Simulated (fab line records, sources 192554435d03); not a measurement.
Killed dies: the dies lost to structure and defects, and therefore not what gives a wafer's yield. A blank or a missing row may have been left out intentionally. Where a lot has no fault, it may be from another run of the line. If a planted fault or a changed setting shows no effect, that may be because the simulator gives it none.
fab line records	flow n5Finfet
record lots=5	wafers=15	lastDay=17
route steps=1938 shown BEOL_M4@1099 BEOL_M5@1112 BEOL_M9@1445 PASSIVATION@1936
lots with no fault: from the same line, run without faults
startH: start of the lot's first displayed wafer, in hours after the record's first day	waitH: hours since the lot's step before	" repeats the value in the row above	L1.1+2: several wafers, shown together as one row	- no value, or no start was given	* or withheld: withheld	< > ~ a bound
route shown NAME@n: a module of which the file shows steps, and the number in the route of the first	usual: the fault-free wafers' mean and standard deviation	same: alike in all rows	chamber/n: place in a boat	sites: readings site by site	_std_site: the values' standard deviation	_edge_site: inner sites' mean taken away from outer sites' mean	radiusMm: for every site, how far away it sits from the centre of the wafer	mask NAME#n: copy n	behind: tool/chamber where the wafer was last shaped	hold: cause of the lot's hold/its duration in hours/its outcome	device: names the non-switching transistor (n, p or np)	end of line: at the end of the route, the tests of the same wafers	a step without rows: its recipe alone	killed: at the first sort, the dies lost to defects and structure; wafer yield is something else	map: the dies of a wafer, with x for killed, . for not killed, _ for no die there
set.NAME: the run value of the setting; set.NAME@STEP: its run value at that earlier step	model.NAME: the simulator's own value behind a step, which no gauge read
certain route steps with their lots: each step a table, each wafer a row
services: the hour from which a tool's chamber was out of use, counted from the record's first day as startH (under 0 if before that day), plus the number of hours and why
## steps
# step N5_BEOL_M4_ANNEAL_95
# recipe tempC=400	timeS=240	ambient=vacuum
# step N5_BEOL_M4_SPUTTER_96
# recipe material=Cu	targetThkA=45	tempC=-20	chamberPressurePa=0.07	powerW=withheld	timeS=8.29
# step N5_BEOL_M4_ECD_50
# recipe material=Cu	targetThkA=3000
# step N5_BEOL_M4_ANNEAL_51
# recipe tempC=225	timeS=90	ambient=N2
# step N5_BEOL_M4_CMP_52
# recipe stopOn=SiOC	tOverpolishS=6.8	downForcePsi=1	platenRpm=50	clearingPlatenDownForcePsi=1.5	clearingPlatenRpm=50	postCmpClean=cuAlkaline	targetThkNm=40	clearingPlatenPadVelocityMS=0.99484	padVelocityMS=0.99484
# step N5_BEOL_M4_PRE_CLEAN_60
# recipe gas=NH3/H2	timeS=15	tempC=*	rfPowerW=300
# step N5_BEOL_M4_CO_CAP_55
# recipe material=Co	targetThkA=20	tempC=200	precursor=CCTBA/H2	pressureTorr=30	timeS=102.1
# step N5_BEOL_M4_PRE_CLEAN_56
# recipe gas=NH3	timeS=15	tempC=withheld	rfPowerW=300
# step N5_BEOL_M4_DEP_57
# recipe material=SiCN	targetThkA=80	tempC=withheld	precursor=3MS/NH3	pressureTorr=3	rfW=202	timeS=14
# step N5_BEOL_M4_RC_MEAS_101
# usual DIBL_N=36.0/1.7	DIBL_P=35.8/2	IOFF_N=0.15/0.03	IOFF_P=0.20/0.037	ION_N=670/12	ION_P=460/7.2	SS_N=71.5/0.68	SS_P=73.2/0.65	VT_N=250/3.1	VT_P=-251/3.4
lot.wafer	tool	chamber	startH	waitH	DIBL_N[mV/V]	DIBL_P[mV/V]	IOFF_N[nA/um]	IOFF_P[nA/um]	ION_N[uA/um]	ION_P[uA/um]	SS_N[mV/dec]	SS_P[mV/dec]	VT_N[mV]	VT_P[mV]
L475.2	prober-01	0	219.90	0.2	40.2	40.8	0.23	0.28	688	470	73.2	74.2	246	-245
L475.3	"	0	"	"	35.4	33.6	0.12	0.17	667	458	71.3	73.4	255	-254
L475.6	"	0	"	"	37.1	38.4	0.17	0.24	680	463	72.0	73.3	253	-248
L483.1	prober-01	0	265.91	0.0	35.6	35.1	0.14	0.18	663	456	71.6	72.6	254	-253
L483.2	"	0	"	"	35.8	35.0	0.15	0.17	677	455	70.8	73.5	250	-254
L483.5	"	0	"	"	34.4	33.4	0.13	0.16	659	453	70.7	72.2	253	-255
L485.1	prober-01	0	274.39	0.0	36.4	38.1	0.17	0.19	674	454	71.5	73.0	248	-254
L485.5	"	0	"	"	34.4	34.9	0.14	0.15	658	448	70.8	72.8	253	-256
L485.6	"	0	"	"	33.5	34.8	0.11	0.15	668	452	70.2	73.1	256	-256
L484.1	prober-02	0	281.94	0.0	33.0	31.7	0.11	0.16	661	464	70.7	71.9	253	-251
L484.4	"	0	"	"	34.2	32.2	0.12	0.16	659	452	70.9	72.3	256	-252
L484.6	"	0	"	"	34.5	33.0	0.12	0.18	661	463	71.3	72.0	254	-250
L490.2	prober-02	0	317.27	0.2	36.1	36.7	0.16	0.20	684	453	71.5	73.2	248	-252
L490.4	"	0	"	"	36.6	37.8	0.17	0.21	673	458	72.2	73.5	249	-253
L490.6	"	0	"	"	36.3	37.6	0.16	0.21	674	459	70.7	73.5	248	-250
# step N5_BEOL_M5_ILD_DEP_00
# recipe material=SiCOH_lowk	targetThkA=1406.4	tempC=300	precursor=DEMS/porogen	pressureTorr=5	rfW=500	timeS=25.9
# step N5_BEOL_M5_CURE_79
# recipe tempC=385	timeS=240	ambient=He/Ar	material=SiCOH_lowk
# step N5_BEOL_M5_PECVD_70
# recipe material=SiO2	targetThkA=160	tempC=400	precursor=TEOS/O2	pressureTorr=5.5	rfW=450	teosFlowSccm=53.8	gas=O2	flowSccm=3000	timeS=18
# step N5_BEOL_M5_HM_DEP_02
# recipe material=TiN	targetThkA=200	tempC=25	chamberPressurePa=0.49996
# step N5_BEOL_M5_COAT_59
# recipe resist=SOC	tempC=250	timeS=60	spinRpm=1500	resistThkNm=60
# step N5_BEOL_M5_COAT_60
# recipe resist=SiARC	tempC=220	timeS=60	spinRpm=1500	resistThkNm=12
# step N5_BEOL_M5_COAT_71
# recipe resist=underlayer	tempC=205	timeS=60	spinRpm=1500	resistThkNm=5
# step N5_BEOL_M5_COAT_05
# recipe resist=CAR-EUV	spinRpm=1500	resistThkNm=30
# step N5_BEOL_M5_EBR_07
# recipe solvent=PGMEA	ebrWidthMm=1.5
# step N5_BEOL_M5_SOFTBAKE_06
# recipe tempC=110	timeS=60	resist=CAR-EUV
# step N5_BEOL_M5_EXPOSE_08
# recipe maskId=M5	na=0.33	sourceShape=annular	sigmaInner=0.4	sigmaOuter=0.8	polarization=unpolarized	targetCdNm=28	doseMj=35.75
# step N5_BEOL_M5_PEB_09
# recipe pebTempC=100	pebTimeS=60	resist=CAR-EUV
# step N5_BEOL_M5_DEVELOP_10
# recipe developTimeS=30	developer=TMAH	resist=CAR-EUV	rinseLiquid=surfactantRinse	dry=airSpin	devTempC=23
# step N5_BEOL_M5_DESCUM_16
# recipe chemistry=O2	timeS=7	sourcePowerW=50	biasPowerW=20	pressureMtorr=20	rfFrequencyHz=2.712e+07	tempC=40	resist=CAR-EUV	o2FlowSccm=225
# step N5_BEOL_M5_ETCH_72
# recipe chemistry=N2/H2	target=underlayer	targetDepthA=65	maskMaterial=CAR-EUV	timeS=5.2	ionEnergyEv=200	pressureMtorr=30	sourceW=840	biasW=150	n2FlowSccm=200	h2FlowSccm=200	ends=cleared
# step N5_BEOL_M5_ETCH_61
# recipe chemistry=CF4	target=SiARC	targetDepthA=156	maskMaterial=CAR-EUV	timeS=26	ionEnergyEv=80	pressureMtorr=40	sourceW=545	biasW=36	Ar_flow_sccm=100	cf4FlowSccm=100	ends=cleared
# step N5_BEOL_M5_ETCH_62
# recipe chemistry=N2/H2	target=SOC	targetDepthA=750	overetchA=150	maskMaterial=SiARC	tempC=40	timeS=112.5	ionEnergyEv=200	pressureMtorr=30	sourceW=840	biasW=150	n2FlowSccm=200	h2FlowSccm=200
# step N5_BEOL_M5_STRIP_63
# recipe chemistry=N2/H2	tempC=40	n2FlowSccm=200	h2FlowSccm=200	rfFrequencyHz=6e+07
# step N5_BEOL_M5_STRIP_73
# recipe chemistry=N2/H2	tempC=40	n2FlowSccm=200	h2FlowSccm=200	rfFrequencyHz=6e+07
# step N5_BEOL_M5_STRIP_64
# recipe chemistry=CF4	resist=SiARC	powerW=300	biasPowerW=75	pressureMtorr=50	cf4FlowSccm=150	rfFrequencyHz=6e+07
# step N5_BEOL_M5_HM_OPEN_17
# recipe chemistry=Cl2/BCl3	targetDepthA=200	overetchA=60	target=TiN	maskMaterial=SOC	ionEnergyEv=150	pressureMtorr=10	icpW=1000	biasW=126	Cl2_flow_sccm=53.25	bcl3FlowSccm=21.75	Ar_flow_sccm=25
# step N5_BEOL_M5_STRIP_19
# recipe chemistry=O2	powerW=400	tempC=40	pressureMtorr=30	rfFrequencyHz=6e+07	biasPowerW=0	overashFraction=0.2	o2FlowSccm=225
# step N5_BEOL_M5_COAT_65
# recipe resist=SOC	tempC=250	timeS=60	spinRpm=1500	resistThkNm=60
# step N5_BEOL_M5_COAT_66
# recipe resist=SiARC	tempC=220	timeS=60	spinRpm=1500	resistThkNm=12
# step N5_BEOL_M9_STRIP_36
# recipe chemistry=N2/H2	powerW=450	tempC=40	pressureMtorr=20	rfFrequencyHz=6e+07	overashFraction=0.3	biasPowerW=7	h2Frac=0.5	n2FlowSccm=200	h2FlowSccm=200
# usual biasPowerW=7.003/0.021	chamberPressureMTorr=20.00/0.033	drypumpMotorCurrentA=5.9/0.38	h2FlowSccm=200.1/0.57	oesProductAu=0.77/0.096	powerW=449.9/1.2	rfVppV=59.2/1.3	showerheadPlenumPTorr=2.53/0.11	throttleValvePct=23.7/0.4
lot.wafer	tool	chamber	startH	waitH	biasPowerW	chamberPressureMTorr	drypumpMotorCurrentA	h2FlowSccm	oesProductAu	powerW	rfHoursCounterH	rfVppV	showerheadPlenumPTorr	throttleValvePct	model.SOC_of_BEOL_M9_COAT_63.thkNm
L475.2	rieDiel-05	0	263.20	0.0	7.012	20.01	6.5	200.6	0.89	449.9	18	58.9	2.72	24.0	0
L475.3	"	3	"	"	7.005	20.01	6.2	199.3	0.65	448.4	238	59.9	2.62	23.8	0
L475.6	"	0	"	"	7.018	19.97	6.4	200.5	0.90	450.2	-	57.0	2.72	24.0	0
L483.1	rieDiel-05	2	308.35	0.0	-	-	-	-	-	-	-	-	-	-	50.4
L483.2	"	0	"	"	-	-	-	-	-	-	-	-	-	-	50.6
L483.5	"	1	"	"	-	-	-	-	-	-	-	-	-	-	50.8
L485.1	rieDiel-05	1	314.43	0.0	-	-	-	-	-	-	-	-	-	-	51.2
L485.5	"	1	"	"	-	-	-	-	-	-	-	-	-	-	51.2
L485.6	"	2	"	"	-	-	-	-	-	-	-	-	-	-	50.6
L484.1	rieDiel-05	2	323.44	0.0	-	-	-	-	-	-	-	-	-	-	50.4
L484.4	"	3	"	"	-	-	-	-	-	-	-	-	-	-	50.6
L484.6	"	1	"	"	-	-	-	-	-	-	-	-	-	-	50.8
L490.2	rieDiel-06	3	362.38	0.0	6.983	20.02	6.2	201.2	0.71	448.5	214	60.0	2.51	24.3	0
L490.4	"	2	"	"	7.004	19.97	5.7	199.3	0.74	448.9	186	59.6	2.33	23.8	0
L490.6	"	3	"	"	6.956	19.96	6.2	201.2	0.70	449.8	-	60.9	2.51	24.3	0
# step N5_BEOL_M9_ETCH_41
# recipe chemistry=CH3F/O2	target=SiCN	targetDepthA=366	taperDeg=2	timeS=70.1	ionEnergyEv=120	maskMaterial=TiN	pressureMtorr=30	sourceW=395	biasW=75	Ar_flow_sccm=150	CH3F_flow_sccm=30	O2_flow_sccm=20
# usual drypumpMotorCurrentA=5.9/0.38	oesProductAu=0.77/0.1	rfVppV=297.3/1.9	showerheadPlenumPTorr=1.99/0.083	throttleValvePct=16.41/0.27
# same timeS=70.1
lot.wafer	tool	chamber	startH	waitH	drypumpMotorCurrentA	oesProductAu	rfHoursCounterH	rfVppV	showerheadPlenumPTorr	throttleValvePct	model.SOC_of_BEOL_M9_COAT_63.thkNm
L475.2	rieDiel-05	0	-	-	6.4	0.91	18	299.2	2.12	16.44	0
L475.3	"	3	"	"	6.2	0.67	238	299.2	2.06	16.62	0
L475.6	"	0	"	"	6.4	0.91	-	299.8	2.12	16.42	0
L483.1	rieDiel-05	2	308.44	0.0	6.2	0.95	13	300.2	2.13	15.81	27
L483.2	"	0	"	"	6.4	0.88	35	299.4	2.12	16.45	28.4
L483.5	"	1	"	"	6.0	0.70	-	295.8	1.98	16.27	29
L485.1	rieDiel-05	1	314.51	0.0	6.0	0.71	211	297.7	1.98	16.28	29
L485.5	"	1	"	"	6.0	0.71	-	297.1	1.98	16.26	28.8
L485.6	"	2	"	"	6.2	0.93	-	302.2	2.13	15.82	27.6
L484.1	rieDiel-05	2	323.52	0.0	6.2	0.94	18	299.8	2.13	15.84	27.2
L484.4	"	3	"	"	6.1	1.03	1	297.6	2.06	16.20	27.8
L484.6	"	1	"	"	6.0	0.70	-	296.7	1.98	16.28	28.6
L490.2	rieDiel-06	3	-	-	6.2	0.70	214	297.5	1.97	16.81	0
L490.4	"	2	"	"	5.7	0.75	186	294.1	1.83	16.54	0
L490.6	"	3	"	"	6.2	0.70	-	298.0	1.97	16.82	0
# step N5_PASSIVATION_PROBE_49
# usual defectLimitedYield=91.4/1.5	killed_at_M0_to_M3=32/9.8	killed_at_M4_up=15/5.6	killedAtContacts=12/5.4	killedAtFrontEnd=40/13	killedAtOther=3.0/2.1	killedDies=102/17	killedOnRim=14/4.4	killedOpen=67/13	killedShort=32/7.1	sort_bin_5_function=5.1/0.96	sort_bin_6_memory=3.2/0.7	sortNPass=1078/18	sortYieldPct=91.3/1.5
# same grossDies=1180	killedAtBackSide=0	sort_bin_4_leakage[%]=0	sort_bin_8_speed[%]=0
lot.wafer	tool	chamber	startH	waitH	defectLimitedYield[%]	killed_at_M0_to_M3	killed_at_M4_up	killedAtContacts	killedAtFrontEnd	killedAtOther	killedDies	killedOnRim	killedOpen	killedShort	sort_bin_5_function[%]	sort_bin_6_memory[%]	sortNPass	sortYieldPct[%]
L483.1	prober-02	-	369.80	0.0	0	38	1076	22	42	2	1180	152	74	38	95.7	4.2	0	0
L483.2	prober-02	-	369.85	0.1	0	39	1073	7	57	4	1180	152	85	38	95.6	4.3	0	0
L483.5	prober-02	-	370.00	0.2	0	37	1087	20	32	4	1180	152	69	32	96.4	3.3	0	0
L485.1	prober-01	-	370.25	0.0	0	47	1084	6	41	2	1180	152	72	31	96.7	3.2	0	0
L485.5	prober-01	-	370.45	0.2	0	28	1088	9	48	7	1180	152	72	23	96.2	3.4	0	0
L485.6	prober-01	-	370.50	0.3	0	29	1106	6	35	4	1180	152	50	36	96.6	3.2	0	0
L484.1	prober-02	-	393.83	0.0	0	31	1109	13	24	3	1180	152	60	23	96.9	2.8	0	0
L484.4	prober-02	-	393.98	0.2	0	22	1119	9	27	3	1180	152	55	14	98.1	1.6	0	0
L484.6	prober-02	-	394.08	0.3	0	31	1103	15	28	3	1180	152	59	30	96.5	2.9	0	0
L490.2	prober-02	-	418.82	0.1	91.0	24	8	7	61	6	106	20	65	35	5.1	3.5	1074	91.0
L490.4	prober-02	-	418.92	0.2	89.5	37	20	8	55	4	124	18	91	31	5.5	4.5	1056	89.5
L490.6	prober-02	-	419.02	0.3	89.9	50	16	11	40	2	119	15	86	30	5.6	4.3	1061	89.9
# killed by level:class
L483.1 BEOL_M9:areaAld=1067 MOL_CONTACT_COAG:geometricParticle:open=18 STI_FIN_REVEAL:geometricParticle:open=14 BEOL_M0_SAQP:geometricParticle:open=11 BEOL_M0_SAQP:geometricParticle:short=11 FIN_SAQP:geometricParticle:short=10 BEOL_M1:geometricParticle:open=6 FIN_SAQP:geometricParticle:open=5
L483.2 BEOL_M9:areaAld=1057 STI_FIN_REVEAL:geometricParticle:open=23 BEOL_M0_SAQP:geometricParticle:open=10 FIN_SAQP:geometricParticle:open=9 BEOL_M2:geometricParticle:open=9 STI_FIN_REVEAL:geometricParticle:short=7 BEOL_M0_SAQP:geometricParticle:short=7 FIN_SAQP:geometricParticle:short=6
L483.5 BEOL_M9:areaAld=1078 MOL_CONTACT_COAG:geometricParticle:open=17 STI_FIN_REVEAL:geometricParticle:open=13 BEOL_M0_SAQP:geometricParticle:short=9 BEOL_M1:geometricParticle:open=8 BEOL_M2:geometricParticle:open=7 FIN_SAQP:geometricParticle:open=5 GATE_CUT:geometricParticle:short=4
L485.1 BEOL_M9:areaAld=1076 BEOL_M2:geometricParticle:open=19 FIN_SAQP:geometricParticle:open=8 STI_FIN_REVEAL:geometricParticle:open=8 FIN_SAQP:geometricParticle:short=7 BEOL_M0_SAQP:geometricParticle:short=6 MOL_CONTACT_COAG:geometricParticle:open=5 BEOL_M0_SAQP:geometricParticle:open=5
L485.5 BEOL_M9:areaAld=1076 BEOL_M2:geometricParticle:open=11 STI_FIN_REVEAL:geometricParticle:open=10 MOL_CONTACT_COAG:geometricParticle:open=7 FIN_SAQP:geometricParticle:open=6 DUMMY_GATE:geometricParticle:open=5 GATE_CUT:geometricParticle:short=5 GATE_CUT:geometricParticle:open=5
L485.6 BEOL_M9:areaAld=1093 BEOL_M2:geometricParticle:open=9 BEOL_M3:geometricParticle:open=9 FIN_SAQP:geometricParticle:short=5 FIN_SAQP:geometricParticle:open=4 ILD0:geometricParticle:open=4 BEOL_M0_SAQP:geometricParticle:short=4 DUMMY_GATE:geometricParticle:open=3
L484.1 BEOL_M9:areaAld=1096 BEOL_M2:geometricParticle:open=13 MOL_CONTACT_COAG:geometricParticle:open=8 STI_FIN_REVEAL:geometricParticle:open=6 BEOL_M1:geometricParticle:open=6 MOL_CONTACT_COAG:geometricParticle:short=5 ILD0:geometricParticle:open=4 BEOL_M5:geometricParticle:open=4
L484.4 BEOL_M9:areaAld=1108 BEOL_M2:geometricParticle:open=11 MOL_CONTACT_COAG:geometricParticle:open=8 DUMMY_GATE:geometricParticle:open=6 BEOL_M5:geometricParticle:open=5 FIN_SAQP:geometricParticle:open=4 BEOL_M0_SAQP:geometricParticle:open=4 STI_FIN_REVEAL:geometricParticle:open=3
L484.6 BEOL_M9:areaAld=1089 MOL_CONTACT_COAG:geometricParticle:open=15 BEOL_M2:geometricParticle:open=9 FIN_SAQP:geometricParticle:short=7 STI_FIN_REVEAL:geometricParticle:open=5 BEOL_M0_SAQP:geometricParticle:short=5 BEOL_M2:geometricParticle:short=5 BEOL_M0_SAQP:geometricParticle:open=4
L490.2 STI_FIN_REVEAL:geometricParticle:open=19 GATE_CUT:geometricParticle:short=10 FIN_SAQP:geometricParticle:short=7 GATE_CUT:geometricParticle:open=7 BEOL_M0_SAQP:geometricParticle:open=6 BEOL_M1:geometricParticle:open=6 MOL_CONTACT_COAG:geometricParticle:open=5 STI_FIN_REVEAL:geometricParticle:short=4
L490.4 STI_FIN_REVEAL:geometricParticle:open=25 BEOL_M3:geometricParticle:open=12 FIN_SAQP:geometricParticle:open=8 MOL_CONTACT_COAG:geometricParticle:open=6 BEOL_M2:geometricParticle:open=6 BEOL_M4:geometricParticle:open=6 FIN_SAQP:geometricParticle:short=5 STI_FIN_REVEAL:geometricParticle:short=5
L490.6 STI_FIN_REVEAL:geometricParticle:open=18 BEOL_M0_SAQP:geometricParticle:short=14 BEOL_M4:geometricParticle:open=12 MOL_CONTACT_COAG:geometricParticle:open=11 BEOL_M0_SAQP:geometricParticle:open=10 BEOL_M2:geometricParticle:open=9 FIN_SAQP:geometricParticle:open=6 BEOL_M1:geometricParticle:open=6
# map L483.1 (x killed, . not)
_________________xxxxxxxxxxxx________________
______________xxxxxxxxxxxxxxxxxx_____________
___________xxxxxxxxxxxxxxxxxxxxxxxx__________
__________xxxxxxxxxxxxxxxxxxxxxxxxxx_________
________xxxxxxxxxxxxxxxxxxxxxxxxxxxxxx_______
_______xxxxxxxxxxxxxxxxxxxxxxxxxxxxxxxx______
______xxxxxxxxxxxxxxxxxxxxxxxxxxxxxxxxxx_____
_____xxxxxxxxxxxxxxxxxxxxxxxxxxxxxxxxxxxx____
____xxxxxxxxxxxxxxxxxxxxxxxxxxxxxxxxxxxxxx___
___xxxxxxxxxxxxxxxxxxxxxxxxxxxxxxxxxxxxxxxx__
___xxxxxxxxxxxxxxxxxxxxxxxxxxxxxxxxxxxxxxxx__
__xxxxxxxxxxxxxxxxxxxxxxxxxxxxxxxxxxxxxxxxxx_
__xxxxxxxxxxxxxxxxxxxxxxxxxxxxxxxxxxxxxxxxxx_
_xxxxxxxxxxxxxxxxxxxxxxxxxxxxxxxxxxxxxxxxxxxx
_xxxxxxxxxxxxxxxxxxxxxxxxxxxxxxxxxxxxxxxxxxxx
_xxxxxxxxxxxxxxxxxxxxxxxxxxxxxxxxxxxxxxxxxxxx
_xxxxxxxxxxxxxxxxxxxxxxxxxxxxxxxxxxxxxxxxxxxx
_xxxxxxxxxxxxxxxxxxxxxxxxxxxxxxxxxxxxxxxxxxxx
_xxxxxxxxxxxxxxxxxxxxxxxxxxxxxxxxxxxxxxxxxxxx
_xxxxxxxxxxxxxxxxxxxxxxxxxxxxxxxxxxxxxxxxxxxx
_xxxxxxxxxxxxxxxxxxxxxxxxxxxxxxxxxxxxxxxxxxxx
__xxxxxxxxxxxxxxxxxxxxxxxxxxxxxxxxxxxxxxxxxx_
__xxxxxxxxxxxxxxxxxxxxxxxxxxxxxxxxxxxxxxxxxx_
___xxxxxxxxxxxxxxxxxxxxxxxxxxxxxxxxxxxxxxxx__
___xxxxxxxxxxxxxxxxxxxxxxxxxxxxxxxxxxxxxxxx__
____xxxxxxxxxxxxxxxxxxxxxxxxxxxxxxxxxxxxxx___
_____xxxxxxxxxxxxxxxxxxxxxxxxxxxxxxxxxxxx____
______xxxxxxxxxxxxxxxxxxxxxxxxxxxxxxxxxx_____
_______xxxxxxxxxxxxxxxxxxxxxxxxxxxxxxxx______
________xxxxxxxxxxxxxxxxxxxxxxxxxxxxxx_______
__________xxxxxxxxxxxxxxxxxxxxxxxxxx_________
___________xxxxxxxxxxxxxxxxxxxxxxxx__________
______________xxxxxxxxxxxxxxxxxx_____________
_________________xxxxxxxxxxxx________________
# map L484.1 (x killed, . not)
_________________xxxxxxxxxxxx________________
______________xxxxxxxxxxxxxxxxxx_____________
___________xxxxxxxxxxxxxxxxxxxxxxxx__________
__________xxxxxxxxxxxxxxxxxxxxxxxxxx_________
________xxxxxxxxxxxxxxxxxxxxxxxxxxxxxx_______
_______xxxxxxxxxxxxxxxxxxxxxxxxxxxxxxxx______
______xxxxxxxxxxxxxxxxxxxxxxxxxxxxxxxxxx_____
_____xxxxxxxxxxxxxxxxxxxxxxxxxxxxxxxxxxxx____
____xxxxxxxxxxxxxxxxxxxxxxxxxxxxxxxxxxxxxx___
___xxxxxxxxxxxxxxxxxxxxxxxxxxxxxxxxxxxxxxxx__
___xxxxxxxxxxxxxxxxxxxxxxxxxxxxxxxxxxxxxxxx__
__xxxxxxxxxxxxxxxxxxxxxxxxxxxxxxxxxxxxxxxxxx_
__xxxxxxxxxxxxxxxxxxxxxxxxxxxxxxxxxxxxxxxxxx_
_xxxxxxxxxxxxxxxxxxxxxxxxxxxxxxxxxxxxxxxxxxxx
_xxxxxxxxxxxxxxxxxxxxxxxxxxxxxxxxxxxxxxxxxxxx
_xxxxxxxxxxxxxxxxxxxxxxxxxxxxxxxxxxxxxxxxxxxx
_xxxxxxxxxxxxxxxxxxxxxxxxxxxxxxxxxxxxxxxxxxxx
_xxxxxxxxxxxxxxxxxxxxxxxxxxxxxxxxxxxxxxxxxxxx
_xxxxxxxxxxxxxxxxxxxxxxxxxxxxxxxxxxxxxxxxxxxx
_xxxxxxxxxxxxxxxxxxxxxxxxxxxxxxxxxxxxxxxxxxxx
_xxxxxxxxxxxxxxxxxxxxxxxxxxxxxxxxxxxxxxxxxxxx
__xxxxxxxxxxxxxxxxxxxxxxxxxxxxxxxxxxxxxxxxxx_
__xxxxxxxxxxxxxxxxxxxxxxxxxxxxxxxxxxxxxxxxxx_
___xxxxxxxxxxxxxxxxxxxxxxxxxxxxxxxxxxxxxxxx__
___xxxxxxxxxxxxxxxxxxxxxxxxxxxxxxxxxxxxxxxx__
____xxxxxxxxxxxxxxxxxxxxxxxxxxxxxxxxxxxxxx___
_____xxxxxxxxxxxxxxxxxxxxxxxxxxxxxxxxxxxx____
______xxxxxxxxxxxxxxxxxxxxxxxxxxxxxxxxxx_____
_______xxxxxxxxxxxxxxxxxxxxxxxxxxxxxxxx______
________xxxxxxxxxxxxxxxxxxxxxxxxxxxxxx_______
__________xxxxxxxxxxxxxxxxxxxxxxxxxx_________
___________xxxxxxxxxxxxxxxxxxxxxxxx__________
______________xxxxxxxxxxxxxxxxxx_____________
_________________xxxxxxxxxxxx________________
## services
tool	chamber	startH	hours	kind
rieDiel-05	1	244.64	5.5	repair
rieDiel-05	2	250.16	-	clean
rieDiel-05	2	250.16	-	consumableReplace:focusRing
rieDiel-05	2	250.16	-	consumableReplace:showerhead
rieDiel-05	2	250.16	21.8	scheduledDown
rieDiel-05	2	250.16	21.8	ventCycle
rieDiel-06	1	259.30	-	clean
rieDiel-06	1	259.30	-	consumableReplace:focusRing
rieDiel-06	1	259.30	16.3	scheduledDown
rieDiel-06	1	259.30	16.3	ventCycle
rieDiel-05	3	298.74	-	clean
rieDiel-05	3	298.74	-	consumableReplace:focusRing
rieDiel-05	3	298.74	22.1	scheduledDown
rieDiel-05	3	298.74	22.1	ventCycle
## key
firstSign step=N5_BEOL_M9_STRIP_36	reading=toolRecord	direction=missing
effect step=N5_PASSIVATION_PROBE_49	reading=killed_at_M4_up	direction=up	sigmas=99+	usual=15	struck=1094
modelEffect step=N5_BEOL_M9_STRIP_36	value=SOC_of_BEOL_M9_COAT_63.thkNm	without=0	struck=50.73
modelEffect step=N5_BEOL_M9_ETCH_41	value=SOC_of_BEOL_M9_COAT_63.thkNm	without=0	struck=28.16
moreKillsBornAt N5_BEOL_M9_ALD_74@aldMetal-01=9740
metAt N5_BEOL_M9_STRIP_36
struckWafers L483.1,L483.2,L483.5,L484.1,L484.4,L484.6,L485.1,L485.5,L485.6
laterRowsLeftOut L483.1,L483.2,L483.5,L484.1,L484.4,L484.6,L485.1,L485.5,L485.6
onsetBetween 263.20 308.35
fault kind=skippedStepWhole	tool=rieDiel-05	chamber=-	onsetH=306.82	steps=N5_BEOL_M9_STRIP_36	scope=struckLotsOnly
# laterRowsLeftOut: the simulator's readings of these wafers behind a module that went badly wrong aren't trusted and aren't shown, but for the sort
